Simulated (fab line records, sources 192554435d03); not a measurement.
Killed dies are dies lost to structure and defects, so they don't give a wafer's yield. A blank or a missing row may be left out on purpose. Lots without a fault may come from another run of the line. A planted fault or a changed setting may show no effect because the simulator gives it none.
Split-lot experiment | flow n5_finfet | 7 lots, 39 wafers read, on a route of 1938 steps

THE SPLIT
At N5_SPACER0_ALD_00 (deposits SiOCN, target thk 3.5 nm, pulse time 3 s, purge time 2 s), the setting ald_cycles was moved away from the recipe's 58 on 15 of the 39 wafers read, by -43.1% to +48.3%. The other wafers ran this setting at the recipe's value.

The reading is taken at the split's own step.

THE READING
SiOCN_of_SPACER0_ALD_00.thk_nm (the simulator's own value, which no gauge read), in nm, at N5_SPACER0_ALD_00 (deposits SiOCN, target thk 3.5 nm, pulse time 3 s, purge time 2 s). The file gives no usual value for it. The 24 wafers here that ran the recipe average 3.5 nm, standard deviation 0.097 nm.

wafer  | tool, chamber at the split | ald_cycles as run | against the recipe | SiOCN_of_SPACER0_ALD_00.thk_nm, nm | against lot-mates on the recipe
L075.1 | ald_sin-04, 2,1,0          | 58                | recipe             | 3.6                                | -
L075.3 | ald_sin-04, 2,1,0          | 58                | recipe             | 3.6                                | -
L075.4 | ald_sin-04, 2,1,0          | 58                | recipe             | 3.6                                | -
L075.2 | ald_sin-04, 3,3,0          | 82                | +41.4%             | 5                                  | +1.4
L075.5 | ald_sin-04, 3,3,0          | 82                | +41.4%             | 5                                  | +1.4
L075.6 | ald_sin-04, 3,3,0          | 82                | +41.4%             | 5                                  | +1.4
L079.1 | ald_sin-02, 3              | 58                | recipe             | 3.4                                | -
L079.2 | ald_sin-02, 0,3            | 58                | recipe             | 3.6                                | -
L079.5 | ald_sin-02, 0,3            | 58                | recipe             | 3.6                                | -
L079.3 | ald_sin-02, 1,2,2          | 44                | -24.1%             | 2.6                                | -0.9
L079.4 | ald_sin-02, 1,2,2          | 44                | -24.1%             | 2.6                                | -0.9
L079.6 | ald_sin-02, 1,2,2          | 44                | -24.1%             | 2.6                                | -0.9
L085.1 | ald_sin-04, 1,0,1          | 86                | +48.3%             | 5.2                                | +1.8
L085.4 | ald_sin-04, 1,0,1          | 86                | +48.3%             | 5.2                                | +1.8
L085.6 | ald_sin-04, 1,0,1          | 86                | +48.3%             | 5.2                                | +1.8
L085.2 | ald_sin-04, 3,2,2          | 58                | recipe             | 3.4                                | -
L085.3 | ald_sin-04, 3,2,2          | 58                | recipe             | 3.4                                | -
L085.5 | ald_sin-04, 3,2,2          | 58                | recipe             | 3.4                                | -
L087.1 | ald_sin-04, 0,1            | 58                | recipe             | 3.6                                | -
L087.3 | ald_sin-04, 0,1            | 58                | recipe             | 3.6                                | -
L087.2 | ald_sin-04, 2,3,3          | 33                | -43.1%             | 2                                  | -1.5
L087.4 | ald_sin-04, 2,3,3          | 33                | -43.1%             | 2                                  | -1.5
L087.5 | ald_sin-04, 2,3,3          | 33                | -43.1%             | 2                                  | -1.5
L087.6 | ald_sin-04, 2              | 58                | recipe             | 3.4                                | -
L090.1 | ald_sin-04, 2,1,3,2        | 58                | recipe             | 3.4                                | -
L090.2 | ald_sin-04, 2,1,3,2        | 58                | recipe             | 3.4                                | -
L090.4 | ald_sin-04, 2,1,3,2        | 58                | recipe             | 3.4                                | -
L090.5 | ald_sin-04, 2,1,3,2        | 58                | recipe             | 3.4                                | -
L090.3 | ald_sin-04, 0,3            | 58                | recipe             | 3.6                                | -
L090.6 | ald_sin-04, 0,3            | 58                | recipe             | 3.6                                | -
L095.1 | ald_sin-03, 3,2,1          | 58                | recipe             | 3.6                                | -
L095.5 | ald_sin-03, 3,2,1          | 58                | recipe             | 3.6                                | -
L095.6 | ald_sin-03, 3,2,1          | 58                | recipe             | 3.6                                | -
L095.2 | ald_sin-03, 1,2,0          | 86                | +48.3%             | 5.2                                | +1.6
L095.3 | ald_sin-03, 1,2,0          | 86                | +48.3%             | 5.2                                | +1.6
L095.4 | ald_sin-03, 1,2,0          | 86                | +48.3%             | 5.2                                | +1.6
L097.1 | ald_sin-02, 2,0,0          | 58                | recipe             | 3.6                                | -
L097.3 | ald_sin-02, 2,0,0          | 58                | recipe             | 3.6                                | -
L097.6 | ald_sin-02, 2,0,0          | 58                | recipe             | 3.6                                | -
Where a row lists several chambers, the file gives one row for several wafers and doesn't say which wafer went through which chamber.

THE FIT
A straight line over all 39 wafers: SiOCN_of_SPACER0_ALD_00.thk_nm changes by +0.0353 nm for each +1% of ald_cycles; r = +1.00; the points scatter about the line by 0.081 nm.
The same after taking each lot's own level away (the mean of its wafers on the recipe; 39 wafers): +0.0354 nm for each +1%; r = +1.00; scatter 0.072 nm.
On that fit, the largest move of ald_cycles shifts the reading by 1.7 nm.
The lots' own levels span 3.40 to 3.60 nm, that is 2.1 times the standard deviation above.
So the lot-to-lot level changes the slope little: the two slopes agree.
Check: with one of the wafers moved furthest among these (+48.3%) left out of the fit, the line predicts +1.68 nm for it against its lot-mates. It came out at +1.8 nm against them.

THE FILE'S OWN FIT
SiOCN_of_SPACER0_ALD_00.thk_nm changes by +0.0352 nm for each +1% of ald_cycles, r = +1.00.
